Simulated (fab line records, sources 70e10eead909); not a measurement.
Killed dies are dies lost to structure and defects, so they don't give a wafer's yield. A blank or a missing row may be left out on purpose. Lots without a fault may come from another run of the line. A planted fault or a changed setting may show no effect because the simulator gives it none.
Which tool did it? | flow nand_harc | 24 lots, 72 wafers sampled, at 6 steps of a route of 1159

WHAT THE GAUGES READ, wafer by wafer
NHARC_P_M0_OVL_MEAS_10: pitch 180 nm. Usual: overlay_x_nm 0.1 nm, standard deviation 0.84; overlay_y_nm 0.0 nm, standard deviation 0.62.
lot  | measured     | on         | overlay_x_nm (nm) | overlay_y_nm (nm) | flag
L075 | day 6 07:17  | overlay-01 | -0.6 -0.4 -0.8    | 0.1 -0.6 -1.0     |
L074 | day 6 11:41  | overlay-01 | 0.2 0.0 0.1       | -0.6 -0.1 -0.8    |
L076 | day 6 12:18  | overlay-02 | 0.3 0.4 0.3       | 0.3 0.3 0.7       |
L077 | day 6 13:22  | overlay-02 | 0.6 0.2 -0.4      | 0.3 0.3 0.4       |
L078 | day 6 17:41  | overlay-01 | -0.9 -0.2 0.1     | 0.9 0.8 1.0       |
L079 | day 6 18:22  | overlay-01 | 0.6 0.6 1.0       | 0.1 0.0 0.4       |
L080 | day 7 07:43  | overlay-01 | 1.2 1.3 1.5       | 0.1 0.7 0.6       |
L082 | day 7 16:40  | overlay-01 | 0.4 0.5 0.5       | 0.9 1.2 1.3       |
L081 | day 7 14:47  | overlay-02 | -0.8 -0.7 -0.5    | 0.6 0.9 0.7       |
L083 | day 8 10:29  | overlay-01 | -0.1 -0.1 -0.2    | -0.6 -1.2 -0.6    |
L084 | day 8 11:02  | overlay-02 | -1.6 -1.6 -2.3    | 0.1 -0.3 -0.1     |
L088 | day 9 03:27  | overlay-01 | 0.0 -0.1 0.3      | 0.3 0.7 -0.3      |
L085 | day 9 04:01  | overlay-02 | 0.0 0.6 -0.3      | -0.9 -0.7 -0.3    |
L087 | day 9 04:17  | overlay-01 | 0.9 0.9 0.5       | -0.2 -0.4 0.5     |
L086 | day 9 06:19  | overlay-02 | -1.2 -1.3 -1.6    | -0.7 0.0 -1.0     |
L089 | day 9 15:07  | overlay-02 | 1.2 0.7 1.0       | -0.1 -0.6 -0.6    |
L090 | day 10 06:32 | overlay-02 | -0.1 -0.2 0.1     | -0.3 -0.1 -0.5    |
L091 | day 10 16:44 | overlay-01 | -1.1 -1.2 -0.5    | -0.8 -0.6 -1.0    |
L093 | day 10 17:24 | overlay-01 | -0.3 -0.2 -0.2    | 0.2 0.2 0.1       |
L092 | day 10 17:57 | overlay-01 | 1.6 1.8 2.0       | 0.0 0.4 0.3       |
L094 | day 10 18:20 | overlay-02 | 1.0 0.6 1.2       | -0.4 0.6 0.1      |
L095 | day 11 00:50 | overlay-02 | -0.2 0.0 -0.4     | 0.1 -0.2 0.0      |
L096 | day 11 01:34 | overlay-02 | 0.6 0.8 1.3       | 0.3 0.2 0.7       |
L097 | day 11 08:05 | overlay-01 | -0.1 0.0 0.3      | -0.4 -0.3 0.0     |

NHARC_P_M0_INSPECT_11. Usual: raw_defect_count 3.8, standard deviation 2.3.
lot  | measured     | on                | raw_defect_count | flag
L075 | day 6 07:19  | defect_inspect-01 | 5 5 3            |
L074 | day 6 11:43  | defect_inspect-02 | 4 1 5            |
L076 | day 6 12:20  | defect_inspect-01 | 8 9 5            |
L077 | day 6 13:25  | defect_inspect-02 | 4 4 2            |
L078 | day 6 17:43  | defect_inspect-01 | 1 2 2            |
L079 | day 6 18:24  | defect_inspect-02 | 7 9 5            |
L080 | day 7 07:45  | defect_inspect-02 | 4 4 2            |
L082 | day 7 16:42  | defect_inspect-02 | 4 4 3            |
L081 | day 7 14:49  | defect_inspect-02 | 3 8 3            |
L083 | day 8 10:32  | defect_inspect-01 | 5 8 6            |
L084 | day 8 11:04  | defect_inspect-02 | 6 8 7            |
L088 | day 9 03:29  | defect_inspect-02 | 4 5 2            |
L085 | day 9 04:02  | defect_inspect-02 | 3 2 2            |
L087 | day 9 04:19  | defect_inspect-01 | 4 2 6            |
L086 | day 9 06:22  | defect_inspect-01 | 5 3 3            |
L089 | day 9 15:09  | defect_inspect-01 | 4 0 1            |
L090 | day 10 06:34 | defect_inspect-01 | 12 2 5           |
L091 | day 10 16:47 | defect_inspect-02 | 4 4 5            |
L093 | day 10 17:26 | defect_inspect-02 | 1 0 4            |
L092 | day 10 17:59 | defect_inspect-01 | 4 2 3            |
L094 | day 10 18:22 | defect_inspect-01 | 2 2 4            |
L095 | day 11 00:53 | defect_inspect-02 | 4 1 5            |
L096 | day 11 01:35 | defect_inspect-02 | 4 2 2            |
L097 | day 11 08:08 | defect_inspect-01 | 2 3 4            |

NHARC_P_M1_CD_MEAS_16. Usual: cd_nm 130.1 nm, standard deviation 0.7.
lot  | measured     | on        | cd_nm (nm)        | flag
L075 | day 6 11:46  | cd_sem-01 | 129.6 130.1 129.9 |
L074 | day 6 16:31  | cd_sem-03 | 130.0 130.3 130.0 |
L076 | day 6 16:46  | cd_sem-01 | 130.7 130.0 130.0 |
L077 | day 6 17:43  | cd_sem-02 | 131.3 130.3 130.1 |
L078 | day 6 22:36  | cd_sem-02 | 128.1 128.3 129.6 |
L079 | day 6 23:04  | cd_sem-02 | 130.3 130.5 130.2 |
L080 | day 7 12:02  | cd_sem-01 | 129.7 129.5 129.7 |
L082 | day 7 21:06  | cd_sem-03 | 130.0 129.0 130.7 |
L081 | day 7 19:23  | cd_sem-02 | 129.9 129.2 130.3 |
L083 | day 8 14:59  | cd_sem-03 | 128.9 129.7 128.9 |
L084 | day 8 15:22  | cd_sem-02 | 130.9 130.5 130.5 |
L088 | day 9 07:51  | cd_sem-03 | 129.3 129.6 129.9 |
L085 | day 9 09:16  | cd_sem-02 | 129.7 130.0 129.4 |
L087 | day 9 10:11  | cd_sem-01 | 131.0 131.0 131.1 |
L086 | day 9 11:19  | cd_sem-01 | 130.8 131.0 130.5 |
L089 | day 9 19:56  | cd_sem-01 | 131.5 130.1 130.3 |
L090 | day 10 11:03 | cd_sem-03 | 130.6 131.3 131.7 |
L091 | day 10 21:18 | cd_sem-01 | 130.7 131.1 131.1 |
L093 | day 10 22:15 | cd_sem-03 | 129.9 130.3 130.4 |
L092 | day 10 22:43 | cd_sem-01 | 130.4 130.5 129.1 |
L094 | day 10 23:24 | cd_sem-03 | 129.8 129.8 129.4 |
L095 | day 11 05:21 | cd_sem-01 | 129.3 129.9 130.1 |
L096 | day 11 06:17 | cd_sem-03 | 129.6 130.1 130.6 |
L097 | day 11 12:46 | cd_sem-03 | 128.9 129.9 128.6 |

WHICH TOOL RAN EACH LOT (tool, then ch and the chambers of the sampled wafers, then the start)
lot  | NHARC_P_GATE_ETCH_32             | NHARC_P_CONTACT_ETCH_35            | NHARC_P_CONTACT_CVD_23
L075 | rie_si-03 ch 0,1, day 5 02:30    | rie_diel-09 ch 0,3, day 5 23:05    | cvd_w-02 ch 0,1, day 6 07:17 or earlier
L074 | rie_si-01 ch 1,2,3, day 5 02:52  | rie_diel-09 ch 0,1,2, day 5 23:43  | cvd_w-01 ch 0,1, day 6 11:41 or earlier
L076 | rie_si-01 ch 2,3, day 5 08:58    | rie_diel-04 ch 0,1,3, day 6 05:40  | cvd_w-01 ch 0,1, day 6 12:18 or earlier
L077 | rie_si-03 ch 1,2,3, day 5 09:48  | rie_diel-13 ch 0,2,3, day 6 06:12  | cvd_w-02 ch 0,1, day 6 13:22 or earlier
L078 | rie_si-03 ch 1,2,3, day 5 16:34  | rie_diel-09 ch 0,1,2, day 6 12:25  | cvd_w-02 ch 0,1, day 6 17:41 or earlier
L079 | rie_si-04 ch 0,1,3, day 5 17:13  | rie_diel-04 ch 0,1, day 6 13:01    | cvd_w-02 ch 0,1, day 6 18:22 or earlier
L080 | rie_si-04 ch 1,2,3, day 6 07:58  | rie_diel-09 ch 0,1, day 7 03:43    | cvd_w-01 ch 0,1, day 7 07:43 or earlier
L082 | rie_si-03 ch 2,3, day 6 10:50    | rie_diel-13 ch 0,2, day 7 08:22    | cvd_w-01 ch 0,1, day 7 16:40 or earlier
L081 | rie_si-04 ch 2,3, day 6 11:44    | rie_diel-09 ch 1,3, day 7 07:25    | cvd_w-01 ch 1, day 7 14:47 or earlier
L083 | rie_si-01 ch 0,2,3, day 7 01:17  | rie_diel-09 ch 2,3, day 7 22:07    | cvd_w-01 ch 0,1, day 8 10:29 or earlier
L084 | rie_si-03 ch 0,2,3, day 7 01:25  | rie_diel-04 ch 0,1,3, day 7 22:45  | cvd_w-01 ch 0,1, day 8 11:02 or earlier
L088 | rie_si-03 ch 0,2,3, day 7 23:44  | rie_diel-09 ch 0,1,3, day 8 19:44  | cvd_w-02 ch 0,1, day 9 03:27 or earlier
L085 | rie_si-04 ch 0,1,3, day 8 00:03  | rie_diel-04 ch 2,3, day 8 20:00    | cvd_w-02 ch 0,1, day 9 04:01 or earlier
L087 | rie_si-01 ch 1,2,3, day 8 00:29  | rie_diel-09 ch 0,1,2, day 8 20:56  | cvd_w-01 ch 0,1, day 9 04:17 or earlier
L086 | rie_si-03 ch 2,3, day 8 00:49    | rie_diel-04 ch 0,2,3, day 9 01:48  | cvd_w-01 ch 0,1, day 9 06:19 or earlier
L089 | rie_si-04 ch 0,2, day 8 14:38    | rie_diel-09 ch 0,2, day 9 10:39    | cvd_w-01 ch 1, day 9 15:07 or earlier
L090 | rie_si-04 ch 0,1,2, day 8 21:25  | rie_diel-04 ch 0,1,2, day 9 18:05  | cvd_w-02 ch 0,1, day 10 06:32 or earlier
L091 | rie_si-03 ch 0,1, day 9 07:11    | rie_diel-09 ch 0,3, day 10 02:58   | cvd_w-02 ch 0,1, day 10 16:44 or earlier
L093 | rie_si-01 ch 0,1,3, day 9 07:49  | rie_diel-04 ch 0,3, day 10 03:31   | cvd_w-02 ch 0,1, day 10 17:24 or earlier
L092 | rie_si-03 ch 1,2, day 9 08:43    | rie_diel-04 ch 2,3, day 10 04:34   | cvd_w-02 ch 0,1, day 10 17:57 or earlier
L094 | rie_si-03 ch 1,2,3, day 9 18:11  | rie_diel-04 ch 0,1,3, day 10 14:07 | cvd_w-01 ch 0,1, day 10 18:20 or earlier
L095 | rie_si-04 ch 0,2,3, day 10 01:10 | rie_diel-09 ch 2,3, day 10 20:51   | cvd_w-01 ch 0,1, day 11 00:50 or earlier
L096 | rie_si-01 ch 0,1,3, day 10 01:18 | rie_diel-04 ch 0,2,3, day 10 21:24 | cvd_w-01 ch 0,1, day 11 01:34 or earlier
L097 | rie_si-01 ch 1,2,3, day 10 07:15 | rie_diel-13 ch 1,2, day 11 03:36   | cvd_w-01 ch 1, day 11 08:05 or earlier
- NHARC_P_GATE_ETCH_32: etches the open film in HBr/Cl2, target depth 150 nm, time 100.1 s.
- NHARC_P_CONTACT_ETCH_35: etches the open film in CF4, target depth 39 nm, time 65 s.
- NHARC_P_CONTACT_CVD_23: deposits W, target thk 200 nm, time 557 s.

WHAT THE TOOLS THEMSELVES READ (means of the sampled wafers that have a number; where no wafer has one, the mark that the record gives instead)
NHARC_P_GATE_ETCH_32. Usual: bias_w 99.99 W, standard deviation 0.29; drypump_motor_current_A 5.7 A, standard deviation 0.35; oes_product_au 0.999 a.u., standard deviation 0.0072; throttle_valve_pct 26.405 %, standard deviation 0.0094.
lot  | tool      | bias_w (W) | drypump_motor_current_A (A) | oes_product_au (a.u.) | throttle_valve_pct (%) | flag
L075 | rie_si-03 | 99.74      | 5.5                         | 1.006                 | 26.404                 |
L074 | rie_si-01 | 99.82      | 5.7                         | 1.004                 | 26.408                 |
L076 | rie_si-01 | 99.59      | 5.9                         | 0.996                 | 26.405                 |
L077 | rie_si-03 | 100.25     | 5.7                         | 0.998                 | 26.407                 |
L078 | rie_si-03 | 99.87      | 5.8                         | 1.000                 | 26.394                 |
L079 | rie_si-04 | 99.78      | 5.7                         | 0.988                 | 26.403                 |
L080 | rie_si-04 | 99.59      | 6.0                         | 1.000                 | 26.409                 |
L082 | rie_si-03 | 99.61      | 5.9                         | 0.988                 | 26.404                 |
L081 | rie_si-04 | 100.07     | 6.3                         | 0.999                 | 26.410                 |
L083 | rie_si-01 | 100.10     | 5.6                         | 0.996                 | 26.404                 |
L084 | rie_si-03 | 100.06     | 5.9                         | 0.993                 | 26.420                 |
L088 | rie_si-03 | 99.87      | 5.9                         | 1.002                 | 26.407                 |
L085 | rie_si-04 | 100.03     | 5.7                         | 0.994                 | 26.409                 |
L087 | rie_si-01 | 100.01     | 5.7                         | 1.000                 | 26.394                 |
L086 | rie_si-03 | 100.09     | 6.0                         | 0.994                 | 26.411                 |
L089 | rie_si-04 | 100.01     | 5.6                         | 0.993                 | 26.408                 |
L090 | rie_si-04 | 100.18     | 5.7                         | 0.998                 | 26.405                 |
L091 | rie_si-03 | 100.02     | 5.6                         | 1.011                 | 26.400                 |
L093 | rie_si-01 | 99.90      | 5.5                         | 1.005                 | 26.403                 |
L092 | rie_si-03 | 99.80      | 5.8                         | 0.997                 | 26.407                 |
L094 | rie_si-03 | 99.87      | 5.7                         | 0.999                 | 26.405                 |
L095 | rie_si-04 | 100.04     | 6.0                         | 0.993                 | 26.414                 |
L096 | rie_si-01 | 100.04     | 5.4                         | 1.003                 | 26.396                 |
L097 | rie_si-01 | 99.97      | 5.7                         | 1.006                 | 26.409                 |

NHARC_P_CONTACT_ETCH_35. Usual: bias_w 100.0 W, standard deviation 0.32; drypump_motor_current_A 5.8 A, standard deviation 0.35; mfc_ar_sccm 0.005 sccm, standard deviation 0.0061; oes_product_au 1.000 a.u., standard deviation 0.0068; rf_vpp_V 151.2 V, standard deviation 1.1; showerhead_plenum_p_Torr 1.76 Torr, standard deviation 0.055; throttle_valve_pct 13.284 %, standard deviation 0.01.
lot  | tool        | bias_w (W) | drypump_motor_current_A (A) | mfc_ar_sccm (sccm) | oes_product_au (a.u.) | rf_vpp_V (V) | showerhead_plenum_p_Torr (Torr) | throttle_valve_pct (%) | flag
L075 | rie_diel-09 | 100.2      | 5.6                         | 0.009              | 0.995                 | 151.0        | 1.77                            | 13.289                 |
L074 | rie_diel-09 | 99.9       | 5.8                         | 0.008              | 0.999                 | 150.6        | 1.74                            | 13.278                 |
L076 | rie_diel-04 | 100.1      | 5.9                         | 0.003              | 1.004                 | 151.2        | 1.77                            | 13.289                 |
L077 | rie_diel-13 | 99.9       | 5.6                         | 0.000              | 1.005                 | 151.2        | 1.74                            | 13.286                 |
L078 | rie_diel-09 | 99.8       | 5.8                         | 0.008              | 0.998                 | 150.2        | 1.74                            | 13.293                 |
L079 | rie_diel-04 | 100.4      | 5.9                         | 0.000              | 1.004                 | 151.4        | 1.77                            | 13.276                 |
L080 | rie_diel-09 | 100.2      | 5.6                         | 0.010              | 0.996                 | 151.4        | 1.70                            | 13.277                 |
L082 | rie_diel-13 | 99.8       | 5.6                         | 0.000              | 1.009                 | 149.6        | 1.73                            | 13.288                 |
L081 | rie_diel-09 | 99.8       | 5.8                         | 0.013              | 0.991                 | 151.2        | 1.81                            | 13.278                 |
L083 | rie_diel-09 | 100.1      | 5.9                         | 0.003              | 1.009                 | 151.9        | 1.79                            | 13.288                 |
L084 | rie_diel-04 | 100.1      | 5.8                         | 0.003              | 0.998                 | 151.2        | 1.77                            | 13.284                 |
L088 | rie_diel-09 | 99.9       | 5.7                         | 0.011              | 0.995                 | 151.5        | 1.75                            | 13.278                 |
L085 | rie_diel-04 | 100.2      | 5.6                         | 0.003              | 0.997                 | 151.1        | 1.74                            | 13.277                 |
L087 | rie_diel-09 | 99.7       | 5.8                         | 0.008              | 0.997                 | 151.0        | 1.74                            | 13.280                 |
L086 | rie_diel-04 | 99.8       | 5.6                         | 0.003              | 1.002                 | 151.5        | 1.76                            | 13.281                 |
L089 | rie_diel-09 | 99.9       | 5.5                         | 0.004              | 0.997                 | 151.1        | 1.70                            | 13.278                 |
L090 | rie_diel-04 | 100.0      | 5.7                         | 0.000              | 1.010                 | 152.0        | 1.76                            | 13.300                 |
L091 | rie_diel-09 | 99.8       | 5.4                         | 0.007              | 1.000                 | 150.6        | 1.71                            | 13.277                 |
L093 | rie_diel-04 | 100.2      | 5.8                         | 0.005              | 1.007                 | 150.9        | 1.77                            | 13.295                 |
L092 | rie_diel-04 | 100.0      | 5.6                         | 0.003              | 1.004                 | 151.5        | 1.74                            | 13.275                 |
L094 | rie_diel-04 | 99.8       | 5.8                         | 0.003              | 1.004                 | 151.7        | 1.77                            | 13.288                 |
L095 | rie_diel-09 | 100.1      | 5.9                         | 0.003              | 1.003                 | 152.4        | 1.79                            | 13.288                 |
L096 | rie_diel-04 | 100.0      | 5.6                         | 0.003              | 1.004                 | 151.7        | 1.76                            | 13.287                 |
L097 | rie_diel-13 | 99.8       | 6.1                         | 0.005              | 0.988                 | 151.2        | 1.77                            | 13.277                 |

NHARC_P_CONTACT_CVD_23. Usual: heater_power_w 466 W, standard deviation 30; mfc_ar_sccm 1560 sccm, standard deviation 4.4; throttle_valve_pct 7.72 %, standard deviation 0.25.
lot  | tool     | heater_power_w (W) | mfc_ar_sccm (sccm) | throttle_valve_pct (%) | flag
L075 | cvd_w-02 | 442                | 1558               | 7.77                   |
L074 | cvd_w-01 | 466                | 1557               | 7.66                   |
L076 | cvd_w-01 | 469                | 1565               | 7.62                   |
L077 | cvd_w-02 | 437                | 1558               | 7.91                   |
L078 | cvd_w-02 | 469                | 1562               | 7.71                   |
L079 | cvd_w-02 | 439                | 1566               | 7.89                   |
L080 | cvd_w-01 | 462                | 1559               | 7.63                   |
L082 | cvd_w-01 | 475                | 1558               | 7.67                   |
L081 | cvd_w-01 | 486                | 1558               | 7.82                   |
L083 | cvd_w-01 | 471                | 1558               | 7.66                   |
L084 | cvd_w-01 | 471                | 1558               | 7.62                   |
L088 | cvd_w-02 | 474                | 1561               | 7.83                   |
L085 | cvd_w-02 | 479                | 1560               | 7.72                   |
L087 | cvd_w-01 | 474                | 1554               | 7.73                   |
L086 | cvd_w-01 | 465                | 1560               | 7.64                   |
L089 | cvd_w-01 | 480                | 1561               | 7.79                   |
L090 | cvd_w-02 | 468                | 1556               | 7.43                   |
L091 | cvd_w-02 | 454                | 1562               | 7.79                   |
L093 | cvd_w-02 | 451                | 1560               | 7.79                   |
L092 | cvd_w-02 | 451                | 1555               | 7.85                   |
L094 | cvd_w-01 | 474                | 1560               | 7.65                   |
L095 | cvd_w-01 | 471                | 1565               | 7.76                   |
L096 | cvd_w-01 | 478                | 1555               | 7.64                   |
L097 | cvd_w-01 | 483                | 1561               | 7.73                   |

THE ANSWER, worked out from the rows above alone
Rule: a lot is off if the mean of its wafers that have a number lies more than 3 standard deviations from the usual mean. A lot without any number at a reading at which 4 lots or more have one is off too. The other lots that the step has rows for count as sound. The gauges are gone through in route order, then the tools' own readings, and for those a lot's mean is taken as printed above. The first step at which some lot is off is used, and at that step the reading that is off furthest; a lot without a number counts as furthest.
No lot is off at any reading shown: from this, nothing can be told.

WHAT THE SIMULATOR HAD PUT IN
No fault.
